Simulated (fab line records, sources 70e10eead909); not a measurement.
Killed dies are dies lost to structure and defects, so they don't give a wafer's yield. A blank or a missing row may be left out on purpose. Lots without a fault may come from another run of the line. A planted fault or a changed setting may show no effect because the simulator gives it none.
Which tool did it? | flow nand_harc | 6 lots, 18 wafers sampled, at 2 steps of a route of 1159

WHAT THE GAUGES READ, wafer by wafer
NHARC_P_ZERO_WELL_CD_MEAS_52: target cd 2000 nm.
lot  | measured    | on        | cd_nm (nm)
L161 | day 2 23:34 | cd_sem-01 | 1999.1 1999.0 1998.8
L163 | day 3 11:47 | cd_sem-03 | 2001.0 2000.3 2001.4
L166 | day 4 05:51 | cd_sem-01 | 1999.6 1998.2 1996.6
L171 | day 5 11:34 | cd_sem-01 | 1999.2 2001.7 1999.8
L176 | day 6 17:38 | cd_sem-02 | 1999.9 1999.1 1997.1
L178 | day 7 05:50 | cd_sem-03 | 1999.5 2004.0 2003.7

WHICH TOOL RAN EACH LOT (tool, then ch and the chambers of the sampled wafers, then the start)
lot  | NHARC_P_ZERO_WELL_EXPOSE_49
L161 | krf_scanner-01 ch 0, day 2 23:25
L163 | krf_scanner-02 ch 0, day 3 11:38
L166 | krf_scanner-02 ch 0, day 4 05:42
L171 | krf_scanner-01 ch 0, day 5 11:25
L176 | krf_scanner-02 ch 0, day 6 17:29
L178 | krf_scanner-02 ch 0, day 7 05:41
- NHARC_P_ZERO_WELL_EXPOSE_49: exposes mask P HVPW, target cd 2000 nm.

THE ANSWER, worked out from the rows above alone
Rule: what is usual is taken from the lots themselves. Put in order of their means at a reading, lots are off if they are a third of the lots or fewer, leave a main group of 4 or more, and stand apart from it by a gap of 3 or more times the standard deviation of the main group's means; of several such gaps the widest counts. A main group whose means are all the same, to the digits that the tables above print for the reading, isn't used. A lot without any number at a reading at which 4 lots or more have one is off too. The other lots that the step has rows for count as sound.
No lot is off at any reading shown: from this, nothing can be told.

WHAT THE SIMULATOR HAD PUT IN
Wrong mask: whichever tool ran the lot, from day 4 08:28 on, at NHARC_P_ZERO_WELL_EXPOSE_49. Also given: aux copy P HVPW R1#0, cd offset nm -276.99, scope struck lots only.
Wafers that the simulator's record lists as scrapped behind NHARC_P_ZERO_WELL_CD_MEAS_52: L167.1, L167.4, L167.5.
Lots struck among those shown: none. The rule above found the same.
